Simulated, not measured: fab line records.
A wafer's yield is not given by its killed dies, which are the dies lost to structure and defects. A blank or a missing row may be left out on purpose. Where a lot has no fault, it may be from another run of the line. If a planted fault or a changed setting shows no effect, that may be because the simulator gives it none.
fab line records ; flow nand_harc
[record] lots = 11; wafers = 33; last_day = 34
route steps=1302 shown A_M1@1194 A_BONDPAD@1203 END@1302
lots that met no fault: from a run of the same line without faults
start_h: hours from the record's opening day to when the first of the lot's shown wafers began ; wait_h: how many hours have passed since the lot's step before this one ; " identical to the entry in the row above ; L1.1+2: a row that stands for several wafers ; - no value, or no start given ; * or withheld: withheld ; < > ~ a bound
route shown NAME@n: names a module that has steps shown in the file, with the first one's number in the route ; usual: mean/standard deviation of fault-free wafers ; same: alike in all rows ; chamber/n: place in a boat ; sites: each site's reading ; _std_site: their standard deviation ; _edge_site: inner sites' mean taken away from outer sites' mean ; radius_mm: how far each site lies from the wafer's centre ; mask NAME#n: copy n ; behind: tool/chamber where the wafer was last shaped ; hold: reason for holding the lot/hours on hold/outcome of the hold ; device: whichever transistor did not switch (one of n, p or np) ; end of line: the route-end tests of the same wafers ; a step without rows: its recipe alone ; killed: dies lost to structure and defects at the first sort, not the wafer's yield ; map: a wafer's dies, marking killed ones x, the rest . and places with no die _
set.NAME: the setting the step ran with; set.NAME@STEP: the setting that earlier step ran with ; model.NAME: the simulator's own value behind a step, which no gauge read
a sample of lots followed through the steps of the route, with each step as a table and each wafer as a row
services: the hour from which a tool's chamber was out of use, counted from the record's first day as start_h (under 0 if before that day), plus the number of hours and why
[[steps]]
[step NHARC_A_M1_ANNEAL_31]
[recipe] temp_c = 225; time_s = 90
[usual] wafer_temp_C_max = 226.36/0.27
[same] time_s = 90
lot.wafer;tool;chamber;start_h;wait_h;wafer_temp_C_max
L230.1;rtp_anneal-02;0;572.25;0.3;226.63
L230.2;rtp_anneal-02;0;572.25;0.3;225.82
L230.6;rtp_anneal-02;0;572.25;0.3;226.10
L232.2;rtp_anneal-01;0;581.35;0.4;226.29
L232.3;rtp_anneal-01;0;581.35;0.4;225.91
L232.5;rtp_anneal-01;0;581.35;0.4;226.13
L235.1;rtp_anneal-01;0;611.43;-;226.31
L235.2;rtp_anneal-01;0;611.43;-;226.53
L235.5;rtp_anneal-01;0;611.43;-;226.35
L236.2;rtp_anneal-02;0;615.79;-;226.86
L236.3;rtp_anneal-02;0;615.79;-;226.39
L236.5;rtp_anneal-02;0;615.79;-;226.35
L237.1;rtp_anneal-01;0;632.80;0.3;226.28
L237.3;rtp_anneal-01;0;632.80;0.3;226.11
L237.5;rtp_anneal-01;0;632.80;0.3;226.24
L240.1;rtp_anneal-01;0;639.39;0.3;226.72
L240.5;rtp_anneal-01;0;639.39;0.3;226.08
L240.6;rtp_anneal-01;0;639.39;0.3;226.38
L238.2;rtp_anneal-02;0;639.85;-;226.10
L238.3;rtp_anneal-02;0;639.85;-;226.22
L238.6;rtp_anneal-02;0;639.85;-;226.12
L246.2;rtp_anneal-01;0;717.23;-;226.68
L246.4;rtp_anneal-01;0;717.23;-;226.21
L246.5;rtp_anneal-01;0;717.23;-;226.61
L247.2;rtp_anneal-01;0;724.60;-;226.37
L247.4;rtp_anneal-01;0;724.60;-;226.52
L247.6;rtp_anneal-01;0;724.60;-;226.38
L250.1;rtp_anneal-01;0;755.49;-;226.68
L250.3;rtp_anneal-01;0;755.49;-;226.36
L250.5;rtp_anneal-01;0;755.49;-;226.65
L251.2;rtp_anneal-02;0;768.19;-;226.25
L251.3;rtp_anneal-02;0;768.19;-;226.44
L251.6;rtp_anneal-02;0;768.19;-;226.70
[step NHARC_A_BONDPAD_CMP_29]
[recipe] target_thk_nm = 200; material = SiCN
[usual] motor_current_A = 11.8/1.2
lot.wafer;tool;chamber;start_h;wait_h;motor_current_A
L230.1;cmp-04;1;574.23;-;11.2
L230.2;cmp-04;2;574.23;-;11.7
L230.6;cmp-04;3;574.23;-;11.8
L232.3;cmp-02;1;583.24;-;11.0
L232.2;cmp-02;2;583.24;-;9.4
L232.5;cmp-02;0;583.24;-;13.1
L235.2;cmp-01;3;613.70;-;12.5
L235.1;cmp-01;0;613.70;-;11.5
L235.5;cmp-01;1;613.70;-;13.1
L236.3;cmp-01;0;617.72;-;11.8
L236.2;cmp-01;1;617.72;-;12.4
L236.5;cmp-01;3;617.72;-;12.7
L237.3;cmp-02;2;634.72;-;9.9
L237.1;cmp-02;3;634.72;-;10.9
L237.5;cmp-02;2;634.72;-;10.2
L240.1;cmp-01;1;641.38;-;12.3
L240.6;cmp-01;2;641.38;-;14.4
L240.5;cmp-01;3;641.38;-;13.1
L238.3;cmp-04;0;641.98;0.3;12.0
L238.2;cmp-04;1;641.98;0.3;11.3
L238.6;cmp-04;1;641.98;0.3;11.2
L246.4;cmp-04;0;719.10;-;11.6
L246.2;cmp-04;2;719.10;-;11.9
L246.5;cmp-04;0;719.10;-;12.4
L247.4;cmp-02;2;726.47;-;9.9
L247.2;cmp-02;0;726.47;-;13.2
L247.6;cmp-02;3;726.47;-;11.5
L250.1;cmp-01;1;757.44;-;12.7
L250.3;cmp-01;3;757.44;-;13.8
L250.5;cmp-01;1;757.44;-;12.9
L251.3;cmp-01;3;770.12;-;13.3
L251.2;cmp-01;0;770.12;-;11.0
L251.6;cmp-01;3;770.12;-;12.6
[step NHARC_A_BONDPAD_EXPOSE_06]
[recipe] na = 0.55; dose_mj = 36.99; mask_id = A_BPAD
[same] na = 0.55
lot.wafer;tool;chamber;start_h;wait_h;mask
L230.1+2+6;krf_scanner-01;0;574.72;-;A_BPAD#0
L232.2+3+5;krf_scanner-04;0;583.89;-;A_BPAD#0
L235.1+2+5;krf_scanner-03;0;614.32;-;A_BPAD#0
L236.2+3+5;krf_scanner-01;0;618.34;-;A_BPAD#0
L237.1+3+5;krf_scanner-04;0;635.41;-;A_BPAD#0
L240.1+5+6;krf_scanner-04;0;641.86;-;A_BPAD#0
L238.2+3+6;krf_scanner-04;0;642.53;-;A_BPAD#0
L246.2+4+5;krf_scanner-04;0;719.77;-;A_BPAD#0
L247.2+4+6;krf_scanner-04;0;727.02;-;A_BPAD#0
L250.1+3+5;krf_scanner-04;0;758.08;-;A_BPAD#0
L251.2+3+6;krf_scanner-01;0;770.76;-;A_BPAD#0
[step NHARC_A_BONDPAD_OVL_MEAS_35]
[usual] overlay_x_nm = 2/6; overlay_y_nm = -1/5.8
lot.wafer;tool;chamber;start_h;wait_h;hold;overlay_x_nm;overlay_y_nm
L230.1;overlay-01;-;574.96;-;-;-8;7
L230.2;overlay-01;-;574.96;-;-;-8;7
L230.6;overlay-01;-;574.96;-;-;-8;7
L232.2;overlay-01;-;584.12;-;-;3;-11
L232.3;overlay-01;-;584.12;-;-;3;-11
L232.5;overlay-01;-;584.12;-;-;3;-12
L235.1;overlay-01;-;614.56;-;-;1;8
L235.2;overlay-01;-;614.56;-;-;1;8
L235.5;overlay-01;-;614.56;-;-;1;8
L236.2;overlay-02;-;618.57;-;-;5;2
L236.3;overlay-02;-;618.57;-;-;5;2
L236.5;overlay-02;-;618.57;-;-;6;2
L237.1;overlay-02;-;635.65;-;-;-10;2
L237.3;overlay-02;-;635.65;-;-;-10;2
L237.5;overlay-02;-;635.65;-;-;-9;2
L240.1;overlay-02;-;642.10;-;-;2;-3
L240.5;overlay-02;-;642.10;-;-;2;-3
L240.6;overlay-02;-;642.10;-;-;3;-3
L238.2;overlay-01;-;642.76;-;-;0;-1
L238.3;overlay-01;-;642.76;-;-;-1;-1
L238.6;overlay-01;-;642.76;-;-;0;-1
L246.2;overlay-01;-;720.00;-;await_dispo/0.2h/release;29;-8
L246.4;overlay-01;-;720.00;-;await_dispo/0.2h/release;29;-8
L246.5;overlay-01;-;720.00;-;await_dispo/0.2h/release;30;-8
L246.2;overlay-01;-;720.17;0.2;-;30;-8
L246.4;overlay-01;-;720.17;0.2;-;30;-8
L246.5;overlay-01;-;720.17;0.2;-;29;-8
L247.2;overlay-02;-;727.25;-;await_dispo/0.2h/release;48;-3
L247.4;overlay-02;-;727.25;-;await_dispo/0.2h/release;48;-3
L247.6;overlay-02;-;727.25;-;await_dispo/0.2h/release;48;-3
L247.2;overlay-02;-;727.42;0.2;-;48;-3
L247.4;overlay-02;-;727.42;0.2;-;48;-2
L247.6;overlay-02;-;727.42;0.2;-;48;-2
L250.1;overlay-02;-;758.33;-;await_dispo/0.2h/release;48;-6
L250.3;overlay-02;-;758.33;-;await_dispo/0.2h/release;48;-6
L250.5;overlay-02;-;758.33;-;await_dispo/0.2h/release;48;-6
L250.1;overlay-02;-;758.50;0.2;-;48;-6
L250.3;overlay-02;-;758.50;0.2;-;48;-6
L250.5;overlay-02;-;758.50;0.2;-;48;-6
L251.2;overlay-02;-;771.00;-;-;-4;16
L251.3;overlay-02;-;771.00;-;-;-4;17
L251.6;overlay-02;-;771.00;-;-;-5;17
[step NHARC_A_BONDPAD_ETCH_24]
[recipe] target_depth_a = 300; over_etch_frac = 0.3; time_s = 72.99; ion_energy_ev = 150; cf4_flow_sccm = 50; n2_flow_sccm = 100; ar_flow_sccm = 150; rf_w = 300; bias_w = 100; chemistry = CF4/N2
[usual] drypump_motor_current_A = 5.8/0.58; oes_product_au = 1.004/0.0075; rf_vpp_V = 313.5/2.6; showerhead_plenum_p_Torr = 2.59/0.14; throttle_valve_pct = 19.795/0.0092
[same] time_s = 72.99
lot.wafer;tool;chamber;start_h;wait_h;drypump_motor_current_A;oes_product_au;rf_hours_counter_h;rf_vpp_V;showerhead_plenum_p_Torr;throttle_valve_pct
L230.2;rie_diel-04;0;-;-;5.0;1.002;2;309.8;2.46;19.791
L230.1;rie_diel-04;1;-;-;6.5;0.989;2;315.8;2.80;19.805
L230.6;rie_diel-04;0;-;-;5.0;1.002;-;310.8;2.46;19.795
L232.3;rie_diel-04;2;-;-;5.8;1.005;2;310.8;2.48;19.780
L232.2;rie_diel-04;3;-;-;6.1;1.007;2;312.0;2.54;19.796
L232.5;rie_diel-04;2;-;-;5.8;1.019;-;311.0;2.48;19.786
L235.1;rie_diel-02;2;615.25;0.2;6.3;0.997;8;310.9;2.47;19.799
L235.2;rie_diel-02;1;615.25;0.2;5.8;1.001;8;315.8;2.71;19.787
L235.5;rie_diel-02;2;615.25;0.2;6.3;0.993;-;311.0;2.46;19.781
L236.2;rie_diel-02;0;619.28;0.1;4.8;0.997;6;312.1;2.53;19.806
L236.3;rie_diel-02;1;619.28;0.1;5.8;0.997;9;316.2;2.71;19.805
L236.5;rie_diel-02;2;619.28;0.1;6.3;0.991;-;312.2;2.47;19.796
L237.1;rie_diel-04;3;-;-;6.1;1.015;3;312.1;2.53;19.810
L237.3;rie_diel-04;0;-;-;5.0;1.003;3;311.7;2.46;19.779
L237.5;rie_diel-04;2;-;-;5.8;1.014;-;311.7;2.48;19.796
L240.1;rie_diel-04;0;642.85;0.1;5.0;0.998;3;310.2;2.46;19.806
L240.6;rie_diel-04;1;642.85;0.1;6.5;0.981;-;316.3;2.80;19.770
L240.5;rie_diel-04;2;642.85;0.1;5.8;1.002;-;310.7;2.48;19.787
L238.2;rie_diel-04;3;-;-;6.1;1.022;3;313.4;2.53;19.800
L238.3;rie_diel-04;0;-;-;5.0;1.008;4;309.8;2.46;19.797
L238.6;rie_diel-04;0;-;-;5.0;1.004;-;310.4;2.46;19.803
L246.4;rie_diel-04;2;-;-;5.8;1.004;0;311.2;2.47;19.803
L246.2;rie_diel-04;3;-;-;6.1;1.000;0;312.1;2.53;19.793
L246.5;rie_diel-04;1;-;-;6.5;0.994;-;317.5;2.80;19.781
L247.2;rie_diel-05;1;-;-;5.0;0.991;53;316.5;2.77;19.785
L247.4;rie_diel-05;2;-;-;6.4;0.994;49;319.1;2.82;19.781
L247.6;rie_diel-05;0;-;-;5.4;1.022;-;317.5;2.79;19.810
L250.1;rie_diel-04;1;-;-;6.5;0.995;1;316.5;2.80;19.803
L250.3;rie_diel-04;3;-;-;6.1;1.007;1;311.9;2.53;19.779
L250.5;rie_diel-04;0;-;-;4.9;0.994;-;310.9;2.46;19.783
L251.3;rie_diel-02;1;-;-;5.8;1.006;2;316.7;2.70;19.798
L251.2;rie_diel-02;2;-;-;6.3;1.007;3;309.9;2.46;19.804
L251.6;rie_diel-02;0;-;-;4.8;1.012;-;312.2;2.52;19.802
[step NHARC_END_SORT_01]
[recipe] temp_c = 25
[usual] defect_limited_yield = 91.9/2.7; killed_at_array = 50/18; killed_at_other = 0.8/1.1; killed_at_periphery = 4.1/2.9; killed_dies = 55/18; killed_open = 3.5/1.9; killed_short = 2.4/1.5; sort_bin_2_pct = 2.8/1.2; sort_bin_3_pct = 0.6/0.37; sort_bin_4_pct = 4.7/1.5; sort_n_pass = 622/18; sort_rim_yield_pct = 90/4.4; sort_yield_pct = 91.9/2.7
[same] gross_dies = 677; sort_bin_5_pct[%] = 0; sort_bin_6_pct[%] = 0; sort_bin_7_pct[%] = 0; sort_bin_8_pct[%] = 0; sort_rim_n_gross = 106.00
lot.wafer;tool;chamber;start_h;wait_h;defect_limited_yield[%];killed_at_array;killed_at_other;killed_at_periphery;killed_dies;killed_open;killed_short;sort_bin_2_pct[%];sort_bin_3_pct[%];sort_bin_4_pct[%];sort_n_pass;sort_rim_yield_pct[%];sort_yield_pct[%]
L240.1;prober-01;0;670.10;2.5;94.2;32;5;2;39;3;3;2.4;0.1;3.2;638;92;94.2
L240.5;prober-01;0;673.34;3.7;93.4;35;4;6;45;2;5;1.6;0.6;4.4;632;91;93.4
L240.6;prober-01;0;674.14;4.0;93.6;39;1;3;43;3;3;2.4;0;4.0;634;90;93.6
L246.2;prober-01;0;765.97;2.8;92.0;50;1;3;54;4;1;3.7;0.9;3.4;623;90;92.0
L246.4;prober-01;0;767.55;3.4;89.4;69;0;3;72;6;4;3.4;0.9;6.4;605;88;89.4
L246.5;prober-01;0;768.35;3.7;90.7;61;0;2;63;4;0;3.4;0.4;5.5;614;86;90.7
L247.2;prober-01;0;768.32;2.8;90.5;54;2;8;64;2;3;2.5;0.9;6.1;613;89;90.5
L247.4;prober-01;0;769.93;3.4;88.9;57;4;14;75;6;2;2.8;1.2;7.1;602;89;88.9
L247.6;prober-01;0;771.55;4.0;91.1;51;1;8;60;3;1;3.0;1.0;4.9;617;89;91.1
// killed by level:class
L240.1 A_CHANNEL_HOLE_D2:chamber_film_flake=14 A_CHANNEL_HOLE_D1:chamber_film_flake=8 HYBRID_BOND:chamber_film_flake=3 A_STAIRCASE:chamber_film_flake=2 A_WL_FILL:chamber_film_flake=2 P_STI:geometric_particle:open=1 P_CONTACT:geometric_particle:short=1 A_ONON_D2:geometric_particle:short=1
L240.5 A_CHANNEL_HOLE_D2:chamber_film_flake=17 A_CHANNEL_HOLE_D1:chamber_film_flake=7 A_WL_FILL:chamber_film_flake=3 HYBRID_BOND:chamber_film_flake=3 P_M0:geometric_particle:short=2 P_GATE:chamber_film_flake=2 A_CONTACT:chamber_film_flake=2 P_M2:geometric_particle:open=1
L240.6 A_CHANNEL_HOLE_D2:chamber_film_flake=16 A_CHANNEL_HOLE_D1:chamber_film_flake=9 A_STAIRCASE:chamber_film_flake=4 A_SLIT:chamber_film_flake=2 A_WL_FILL:chamber_film_flake=2 A_CONTACT:chamber_film_flake=2 P_CONTACT:geometric_particle:short=1 P_M1:geometric_particle:short=1
L246.2 A_SLIT:chamber_film_flake=22 A_CHANNEL_HOLE_D2:chamber_film_flake=11 A_CHANNEL_HOLE_D1:chamber_film_flake=7 A_CONTACT:chamber_film_flake=3 P_M0:geometric_particle:open=1 A_SOURCE_PLATE:geometric_particle:open=1 A_ONON_D1:geometric_particle:short=1 A_CHANNEL_FILL_D1:geometric_particle:open=1
L246.4 A_SLIT:chamber_film_flake=30 A_CHANNEL_HOLE_D2:chamber_film_flake=17 A_CHANNEL_HOLE_D1:chamber_film_flake=8 A_CONTACT:chamber_film_flake=3 A_CHANNEL_FILL_D2:geometric_particle:short=2 A_WL_FILL:geometric_particle:open=2 A_CONTACT:geometric_particle:open=2 P_GATE:geometric_particle:open=1
L247.2 A_CHANNEL_HOLE_D1:chamber_film_flake=25 A_CONTACT:chamber_film_flake=8 A_CHANNEL_HOLE_D2:chamber_film_flake=7 P_GATE:chamber_film_flake=3 P_CONTACT:chamber_film_flake=3 A_CHANNEL_FILL_D2:chamber_film_flake=3 A_STAIRCASE:chamber_film_flake=3 A_CHANNEL_FILL_D2:geometric_particle:open=2
L246.5 A_SLIT:chamber_film_flake=25 A_CHANNEL_HOLE_D2:chamber_film_flake=20 A_CONTACT:chamber_film_flake=5 A_CHANNEL_HOLE_D1:chamber_film_flake=5 A_STAIRCASE:chamber_film_flake=2 P_M0:geometric_particle:open=1 A_CHANNEL_FILL_D2:geometric_particle:open=1 A_CONTACT:geometric_particle:open=1
L247.4 A_CHANNEL_HOLE_D1:chamber_film_flake=34 A_CHANNEL_HOLE_D2:chamber_film_flake=8 P_CONTACT:chamber_film_flake=6 A_CONTACT:chamber_film_flake=5 THIN_TSV:chamber_film_flake=4 P_CONTACT:geometric_particle:open=3 A_CHANNEL_FILL_D2:chamber_film_flake=2 P_M1:geometric_particle:open=2
L247.6 A_CHANNEL_HOLE_D1:chamber_film_flake=26 A_SLIT:chamber_film_flake=8 A_CONTACT:chamber_film_flake=6 P_CONTACT:chamber_film_flake=4 A_CHANNEL_FILL_D1:geometric_particle:open=3 P_GATE:chamber_film_flake=2 A_CHANNEL_HOLE_D2:chamber_film_flake=2 A_CHANNEL_FILL_D2:chamber_film_flake=2
[[services]]
tool;chamber;start_h;hours;kind
cmp-01;-;550.54;1.4;repair
cmp-02;-;558.03;1.2;repair
rie_diel-02;-;571.20;9.0;pm
cmp-01;-;577.50;4.0;pm
cmp-02;-;585.03;2.7;repair
krf_scanner-04;-;585.80;1.5;repair
rie_diel-02;0;587.88;3.2;repair
cmp-04;-;601.00;4.0;pm
rie_diel-02;3;609.61;14.8;repair
cmp-04;-;611.22;0.9;repair
cmp-02;-;614.07;0.3;repair
krf_scanner-01;-;614.97;0.9;repair
cmp-02;-;624.31;4.4;repair
rie_diel-04;3;636.77;6.3;repair
krf_scanner-04;-;654.70;0.7;repair
cmp-01;-;658.57;0.9;repair
cmp-01;-;669.62;2.6;repair
cmp-01;-;675.50;4.0;pm
cmp-01;-;694.22;0.7;repair
krf_scanner-04;-;698.00;4.0;pm
cmp-01;-;699.79;1.4;repair
rie_diel-04;-;709.10;9.0;pm
rtp_anneal-02;-;744.00;12.0;pm
krf_scanner-04;-;765.37;9.0;repair
[[key]]
[first_sign] step = NHARC_A_BONDPAD_OVL_MEAS_35; reading = visit; direction = added
[effect] step = NHARC_A_BONDPAD_OVL_MEAS_35; reading = overlay_x_nm; direction = up; sigmas = 6.6; usual = 2; struck = 42
met_at NHARC_A_BONDPAD_EXPOSE_06
struck_lots L246,L247,L250
not_acting_at NHARC_A_M1_ANNEAL_31,NHARC_A_BONDPAD_CMP_29,NHARC_A_BONDPAD_ETCH_24
onset_between 642.53 719.77
[fault] kind = scanner_matching_overlay; tool = krf_scanner-04; chamber = -; onset_h = 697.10; steps = NHARC_A_BONDPAD_EXPOSE_06; offset = 34.862
